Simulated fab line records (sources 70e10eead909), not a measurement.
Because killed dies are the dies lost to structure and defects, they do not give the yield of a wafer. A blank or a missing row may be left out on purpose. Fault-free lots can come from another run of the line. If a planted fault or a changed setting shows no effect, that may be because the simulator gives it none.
Which tool was responsible? ; flow nand_harc ; Sampling: 13 lots, 39 wafers, 2 of 1302 route steps

WHAT THE GAUGES READ, wafer by wafer
NHARC_A_SIN_REMOVE_INSPECT_04. Usual: raw_defect_count 372, standard deviation 80.
lot;measured;on;raw_defect_count;flag
L201;day 20 17:56;defect_inspect-02;407 448 344;
L203;day 21 06:43;defect_inspect-02;354 334 400;
L204;day 22 02:55;defect_inspect-01;300 330 420;
L207;day 23 02:24;defect_inspect-01;446 541 355;
L210;day 24 06:17;defect_inspect-02;381 441 325;
L209;day 24 11:42;defect_inspect-02;391 533 311;
L214;day 26 12:59;defect_inspect-01;274 317 318;
L216;day 27 02:26;defect_inspect-01;312 320 383;
L218;day 27 14:44;defect_inspect-02;360 341 386;
L219;day 27 14:44;defect_inspect-01;462 509 373;
L220;day 28 12:35;defect_inspect-01;327 278 313;
L221;day 29 09:44;defect_inspect-02;309 395 371;
L222;day 29 20:17;defect_inspect-01;308 335 309;

EACH LOT AND THE TOOL THAT RAN IT (in order: tool; ch and the chambers of the sampled wafers; start)
lot;NHARC_A_SLIT_STRIP_18
L201;rie_diel-06 ch 2,3, day 20 17:56 or earlier
L203;rie_diel-10 ch 0,1, day 21 06:43 or earlier
L204;rie_diel-01 ch 0,1, day 22 02:55 or earlier
L207;rie_diel-06 ch 0,2, day 23 02:24 or earlier
L210;rie_diel-01 ch 0,1,3, day 24 06:17 or earlier
L209;rie_diel-01 ch 0,2,3, day 24 11:42 or earlier
L214;rie_diel-01 ch 0,1, day 26 12:59 or earlier
L216;rie_diel-06 ch 2,3, day 27 02:26 or earlier
L218;rie_diel-06 ch 0,1,2, day 27 14:44 or earlier
L219;rie_diel-10 ch 1,2, day 27 14:44 or earlier
L220;rie_diel-01 ch 0,2, day 28 12:35 or earlier
L221;rie_diel-01 ch 0,1,3, day 29 09:44 or earlier
L222;rie_diel-10 ch 1,2,3, day 29 20:17 or earlier
- NHARC_A_SLIT_STRIP_18: strips in O2.

AS READ BY THE TOOLS THEMSELVES (means over the sampled wafers that have a number; for cases with no such wafer, the mark the record gives instead)
NHARC_A_SLIT_STRIP_18. Usual: drypump_motor_current_A 5.8 A, standard deviation 0.43; oes_product_au 0.999 a.u., standard deviation 0.0099; rf_vpp_V 57.8 V, standard deviation 0.94; showerhead_plenum_p_Torr 3.52 Torr, standard deviation 0.14; throttle_valve_pct 17.036 %, standard deviation 0.0096.
lot;tool;drypump_motor_current_A (A);oes_product_au (a.u.);rf_vpp_V (V);showerhead_plenum_p_Torr (Torr);throttle_valve_pct (%);flag
L201;rie_diel-06;5.6;0.984;58.1;3.49;17.042;
L203;rie_diel-10;5.9;1.000;57.3;3.33;17.041;
L204;rie_diel-01;6.4;1.005;57.3;3.67;17.039;
L207;rie_diel-06;5.7;1.004;57.3;3.55;17.034;
L210;rie_diel-01;5.9;0.997;58.4;3.61;17.018;
L209;rie_diel-01;5.5;1.001;58.0;3.58;17.035;
L214;rie_diel-01;6.4;0.990;58.3;3.67;17.032;
L216;rie_diel-06;5.5;1.006;56.8;3.39;17.030;
L218;rie_diel-06;5.9;1.007;58.0;3.46;17.036;
L219;rie_diel-10;6.0;1.001;58.1;3.53;17.036;
L220;rie_diel-01;5.9;0.989;57.7;3.57;17.035;
L221;rie_diel-01;5.9;0.991;57.9;3.61;17.029;
L222;rie_diel-10;5.7;0.998;58.0;3.53;17.032;

THE ANSWER, worked out from the rows above alone
Rule: take the mean of a lot's wafers that have a number; if it is more than 3 standard deviations from the usual mean, the lot is off. A lot without any number at a reading at which 4 lots or more have one is off too. Any other lot the step has rows for is counted as sound. First the gauges in route order, then the tools' own readings, where a lot's mean is used as printed above. The first step at which some lot is off is used, and at that step the reading that is off furthest; a lot without a number counts as furthest.
Across all readings shown, no lot is off: no conclusion can be drawn from this.

WHAT THE SIMULATOR HAD INSERTED
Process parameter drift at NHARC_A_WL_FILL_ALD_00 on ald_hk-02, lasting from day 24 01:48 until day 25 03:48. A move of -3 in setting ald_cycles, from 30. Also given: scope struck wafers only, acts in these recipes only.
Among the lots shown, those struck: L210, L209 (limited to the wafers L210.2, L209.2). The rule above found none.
